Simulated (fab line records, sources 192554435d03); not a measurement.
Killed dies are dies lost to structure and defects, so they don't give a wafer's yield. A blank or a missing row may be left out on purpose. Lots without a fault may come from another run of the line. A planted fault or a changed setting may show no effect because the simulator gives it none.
Split-lot experiment | flow n5_finfet | 7 lots, 21 wafers read, on a route of 1938 steps

THE SPLIT
At N5_BEOL_M0_SAQP_SPACER2_ALD_26 (deposits SiO2, target thk 15 nm, pulse time 1 s, purge time 2 s), the setting target_thk_a was moved away from the recipe's 150 angstrom on 7 of the 21 wafers read, by -12.7% to +5.3%. The other wafers ran this setting at the recipe's value.

FROM THE SPLIT TO THE READING: what the file shows between them, 2 steps
- N5_BEOL_M0_SAQP_SPACER2_ETCHBACK_27: etches SiO2 in CHF3/O2, target depth 22.5 nm, time 11.25 s
- N5_BEOL_M0_SAQP_MANDREL2_REMOVE_110: chemistry HBr/Cl2/O2, target a-Si, stops on SiCN, bt time 10 s

THE READING
cd_nm, in nm, at N5_BEOL_M0_SAQP_CD_MEAS_29 (target cd 14.4 nm). Fault-free wafers of this fab line usually give 14.93 nm, standard deviation 0.23 nm.

wafer  | tool, chamber at the split | target_thk_a as run, angstrom | against the recipe | cd_nm, nm | against lot-mates on the recipe
L076.1 | ald_sin-03, 3              | 150                           | recipe             | 14.73     | -
L076.3 | ald_sin-03, 2              | 140.6                         | -6.3%              | 14.02     | -0.71
L076.4 | ald_sin-03, 0              | 140.6                         | -6.3%              | 13.87     | -0.86
L083.1 | ald_sin-03, 2              | 150                           | recipe             | 15.41     | -
L083.3 | ald_sin-03, 0              | 136.9                         | -8.7%              | 13.52     | -1.74
L083.4 | ald_sin-03, 1              | 150                           | recipe             | 15.11     | -
L084.1 | ald_sin-03, 2,3,1          | 150                           | recipe             | 15.12     | -
L084.3 | ald_sin-03, 2,3,1          | 150                           | recipe             | 14.60     | -
L084.5 | ald_sin-03, 2,3,1          | 150                           | recipe             | 15.02     | -
L086.1 | ald_sin-01, 3,0            | 150                           | recipe             | 15.13     | -
L086.2 | ald_sin-01, 3,0            | 150                           | recipe             | 14.89     | -
L086.6 | ald_sin-01, 0              | 158                           | +5.3%              | 15.35     | +0.34
L090.1 | ald_sin-03, 1              | 150                           | recipe             | 14.80     | -
L090.4 | ald_sin-03, 2              | 150                           | recipe             | 14.79     | -
L090.6 | ald_sin-03, 1              | 150                           | recipe             | 14.89     | -
L096.1 | ald_sin-01, 0              | 150                           | recipe             | 15.23     | -
L096.3 | ald_sin-01, 3              | 150                           | recipe             | 14.49     | -
L096.4 | ald_sin-01, 1              | 141.7                         | -5.5%              | 13.91     | -0.95
L097.2 | ald_sin-03, 2              | 130.9                         | -12.7%             | 12.98     | -1.95
L097.4 | ald_sin-03, 1              | 150                           | recipe             | 14.93     | -
L097.5 | ald_sin-03, 2              | 130.9                         | -12.7%             | 13.62     | -1.31
Where a row lists several chambers, the file gives one row for several wafers and doesn't say which wafer went through which chamber.

THE FIT
A straight line over all 21 wafers: cd_nm changes by +0.134 nm for each +1% of target_thk_a; r = +0.93; the points scatter about the line by 0.26 nm.
The same after taking each lot's own level away (the mean of its wafers on the recipe; 21 wafers): +0.133 nm for each +1%; r = +0.93; scatter 0.25 nm.
On that fit, the largest move of target_thk_a shifts the reading by 1.7 nm.
The lots' own levels span 14.730 to 15.260 nm, that is 2.3 times the standard deviation above.
So the lot-to-lot level changes the slope little: the two slopes agree.
Check: with one of the wafers moved furthest among these (-12.7%) left out of the fit, the line predicts -1.64 nm for it against its lot-mates. It came out at -1.95 nm against them.

OTHER SPLITS ON THESE WAFERS
These wafers also went through other splits before the reading. Each is held against what the fit with the lots' levels taken away leaves over:
other split on the same wafers            | wafers away from the commonest value | r with cd_nm (lot level and that fit taken away)
N5_HKMG_FIN_ETCH_32 bias_w                | 9                                    | +0.20
N5_GATE_CUT_CUT_ETCH_54 icp_w             | 4                                    | +0.27
N5_MOL_CONTACT_COAG_ALD_27 ald_cycles     | 7                                    | +0.32
N5_MOL_CONTACT_COAG_PECVD_31 temp_c       | 10                                   | +0.17
N5_BEOL_M0_SAQP_PECVD_04 time_s           | 3                                    | -0.28
N5_BEOL_M0_SAQP_DEVELOP_13 develop_time_s | 4                                    | -0.01

THE WHOLE CHAIN: every reading that the file lists as answering this split, in the file's order
step                                | what it does                                                    | reading                                                                                     | change (the file's fit)               | r (the file's)
N5_BEOL_M0_SAQP_SPACER2_ALD_26      | deposits SiO2, target thk 15 nm, pulse time 1 s, purge time 2 s | SiO2_of_BEOL_M0_SAQP_SPACER2_ALD_26.thk_nm (the simulator's own value, which no gauge read) | +0.144 nm for each +1% of the setting | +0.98
N5_BEOL_M0_SAQP_MANDREL2_REMOVE_110 | chemistry HBr/Cl2/O2, target a-Si, stops on SiCN, bt time 10 s  | SiO2_of_BEOL_M0_SAQP_SPACER2_ALD_26.thk_nm (the simulator's own value, which no gauge read) | +0.147 nm for each +1% of the setting | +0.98
N5_BEOL_M0_SAQP_MANDREL2_REMOVE_110 | chemistry HBr/Cl2/O2, target a-Si, stops on SiCN, bt time 10 s  | BEOL_M0_SAQP.cd_nm (the simulator's own value, which no gauge read)                         | +0.142 nm for each +1% of the setting | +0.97
N5_BEOL_M0_SAQP_CD_MEAS_29          | target cd 14.4 nm                                               | cd_nm                                                                                       | +0.143 nm for each +1% of the setting | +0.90
N5_BEOL_M0_HM_OPEN_105              | chemistry Cl2/BCl3, target TiN, target depth 12 nm              | SiO2_of_BEOL_M0_SAQP_SPACER2_ALD_26.thk_nm (the simulator's own value, which no gauge read) | +0.105 nm for each +1% of the setting | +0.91

THE FILE'S OWN FIT
cd_nm changes by +0.143 nm for each +1% of target_thk_a, r = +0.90.
